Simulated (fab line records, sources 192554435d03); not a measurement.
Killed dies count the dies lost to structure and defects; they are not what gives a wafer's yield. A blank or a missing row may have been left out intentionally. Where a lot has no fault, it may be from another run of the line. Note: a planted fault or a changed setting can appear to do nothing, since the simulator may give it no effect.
Split-lot study || flow n5 finfet || 21 wafers read across 7 lots, on a route 1938 steps long

== THE SPLIT ITSELF ==
At N5_BEOL_M9_CMP_52 (polishes, stops on SiCOH lowk, t overpolish 7 s, target thk 140 nm), the setting down force psi was moved away from the recipe's 1 psi on 6 of the 21 wafers read, by -21.2% to +9.0%. All remaining wafers had this setting at the recipe value.

The reading is taken at the split's own step.

== THE READING ==
barrier field endpoint s, in s, at N5_BEOL_M9_CMP_52 (polishes, stops on SiCOH lowk, t overpolish 7 s, target thk 140 nm). Fault-free wafers of this fab line usually give 29.1 s, standard deviation 0.6 s.

{"wafer": "L074.4", "tool, chamber at the split": "cmp-01, 0", "down force psi as run, psi": 1, "against the recipe": "recipe", "barrier field endpoint s, s": 28.4, "against lot-mates on the recipe": "-"}
{"wafer": "L074.2", "tool, chamber at the split": "cmp-01, 1", "down force psi as run, psi": 1, "against the recipe": "recipe", "barrier field endpoint s, s": 29.5, "against lot-mates on the recipe": "-"}
{"wafer": "L074.6", "tool, chamber at the split": "cmp-01, 2", "down force psi as run, psi": 1, "against the recipe": "recipe", "barrier field endpoint s, s": 28.4, "against lot-mates on the recipe": "-"}
{"wafer": "L075.3", "tool, chamber at the split": "cmp-01, 1", "down force psi as run, psi": 1.09, "against the recipe": "+9.0%", "barrier field endpoint s, s": 23.4, "against lot-mates on the recipe": -5.0}
{"wafer": "L075.5", "tool, chamber at the split": "cmp-01, 0", "down force psi as run, psi": 1.09, "against the recipe": "+9.0%", "barrier field endpoint s, s": 26.7, "against lot-mates on the recipe": -1.7}
{"wafer": "L075.6", "tool, chamber at the split": "cmp-01, 1", "down force psi as run, psi": 1, "against the recipe": "recipe", "barrier field endpoint s, s": 28.4, "against lot-mates on the recipe": "-"}
{"wafer": "L080.1", "tool, chamber at the split": "cmp-02, 2", "down force psi as run, psi": 1, "against the recipe": "recipe", "barrier field endpoint s, s": 29.0, "against lot-mates on the recipe": "-"}
{"wafer": "L080.2", "tool, chamber at the split": "cmp-02, 0", "down force psi as run, psi": 1, "against the recipe": "recipe", "barrier field endpoint s, s": 29.0, "against lot-mates on the recipe": "-"}
{"wafer": "L080.4", "tool, chamber at the split": "cmp-02, 1", "down force psi as run, psi": 1, "against the recipe": "recipe", "barrier field endpoint s, s": 29.3, "against lot-mates on the recipe": "-"}
{"wafer": "L084.3", "tool, chamber at the split": "cmp-02, 2", "down force psi as run, psi": 1, "against the recipe": "recipe", "barrier field endpoint s, s": 29.2, "against lot-mates on the recipe": "-"}
{"wafer": "L084.4", "tool, chamber at the split": "cmp-02, 1", "down force psi as run, psi": 1, "against the recipe": "recipe", "barrier field endpoint s, s": 29.4, "against lot-mates on the recipe": "-"}
{"wafer": "L084.5", "tool, chamber at the split": "cmp-02, 3", "down force psi as run, psi": 1, "against the recipe": "recipe", "barrier field endpoint s, s": 29.2, "against lot-mates on the recipe": "-"}
{"wafer": "L088.4", "tool, chamber at the split": "cmp-02, 0", "down force psi as run, psi": 1, "against the recipe": "recipe", "barrier field endpoint s, s": 29.7, "against lot-mates on the recipe": "-"}
{"wafer": "L088.2", "tool, chamber at the split": "cmp-02, 1", "down force psi as run, psi": 0.8773, "against the recipe": "-12.3%", "barrier field endpoint s, s": 33.3, "against lot-mates on the recipe": "+3.6"}
{"wafer": "L088.6", "tool, chamber at the split": "cmp-02, 0", "down force psi as run, psi": 0.8773, "against the recipe": "-12.3%", "barrier field endpoint s, s": 33.0, "against lot-mates on the recipe": "+3.3"}
{"wafer": "L091.3", "tool, chamber at the split": "cmp-04, 1", "down force psi as run, psi": 0.7878, "against the recipe": "-21.2%", "barrier field endpoint s, s": 37.3, "against lot-mates on the recipe": "+5.1"}
{"wafer": "L091.5", "tool, chamber at the split": "cmp-04, 1", "down force psi as run, psi": 0.7878, "against the recipe": "-21.2%", "barrier field endpoint s, s": 41.1, "against lot-mates on the recipe": "+8.9"}
{"wafer": "L091.6", "tool, chamber at the split": "cmp-04, 2", "down force psi as run, psi": 1, "against the recipe": "recipe", "barrier field endpoint s, s": 32.2, "against lot-mates on the recipe": "-"}
{"wafer": "L082.3", "tool, chamber at the split": "cmp-04, 3", "down force psi as run, psi": 1, "against the recipe": "recipe", "barrier field endpoint s, s": 29.0, "against lot-mates on the recipe": "-"}
{"wafer": "L082.1", "tool, chamber at the split": "cmp-04, 1", "down force psi as run, psi": 1, "against the recipe": "recipe", "barrier field endpoint s, s": 28.9, "against lot-mates on the recipe": "-"}
{"wafer": "L082.6", "tool, chamber at the split": "cmp-04, 0", "down force psi as run, psi": 1, "against the recipe": "recipe", "barrier field endpoint s, s": 28.6, "against lot-mates on the recipe": "-"}

FIT RESULTS
A straight line over all 21 wafers: barrier field endpoint s changes by -0.44 s for each +1% of down force psi; r = -0.94; the points scatter about the line by 1.2 s.
The same after taking each lot's own level away (the mean of its wafers on the recipe; 21 wafers): -0.327 s for each +1%; r = -0.95; scatter 0.87 s.
According to that fit, moving down force psi by its largest amount changes the reading by 6.9 s.
Across the lots, their own levels run from 28.40 to 32.20 s, a range of 6.3 times the standard deviation given above.
In other words, the slope is changed by the lot-to-lot level; the two fits disagree.
Check: for one of the wafers moved furthest among these (-21.2%), held out of the fit, the line's prediction against its lot-mates is +7.74 s. It came out at +5.1 s against them.
Tool readings at the split's step, against how far the setting was moved: barrier field endpoint s r = -0.94.

== OTHER SPLITS ON THESE WAFERS ==
Other splits were also applied to these wafers ahead of the reading. Each is held against what the fit with the lots' levels taken away leaves over:
{"other split on the same wafers": "N5_BEOL_M4_COAT_76 spin rpm", "wafers away from the commonest value": 5, "r with barrier field endpoint s (lot level and that fit taken away)": "+0.06"}
{"other split on the same wafers": "N5_BEOL_M4_EXPOSE_25 dose mj", "wafers away from the commonest value": 5, "r with barrier field endpoint s (lot level and that fit taken away)": -0.46}
{"other split on the same wafers": "N5_BEOL_M5_SPUTTER_88 time s", "wafers away from the commonest value": 4, "r with barrier field endpoint s (lot level and that fit taken away)": "+0.09"}
{"other split on the same wafers": "N5_BEOL_M6_TRENCH_ETCH_37 source w", "wafers away from the commonest value": 4, "r with barrier field endpoint s (lot level and that fit taken away)": -0.12}
{"other split on the same wafers": "N5_BEOL_M7_ETCH_61 source w", "wafers away from the commonest value": 6, "r with barrier field endpoint s (lot level and that fit taken away)": -0.27}
{"other split on the same wafers": "N5_BEOL_M8_ETCH_65 source w", "wafers away from the commonest value": 8, "r with barrier field endpoint s (lot level and that fit taken away)": -0.18}
{"other split on the same wafers": "N5_BEOL_M8_VIA_ETCH_34 bias w", "wafers away from the commonest value": 6, "r with barrier field endpoint s (lot level and that fit taken away)": -0.22}
{"other split on the same wafers": "N5_BEOL_M9_PECVD_70 temp c", "wafers away from the commonest value": 6, "r with barrier field endpoint s (lot level and that fit taken away)": -0.58}

== THE FILE'S OWN FIT ==
barrier field endpoint s changes by -0.323 s for each +1% of down force psi, r = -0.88.
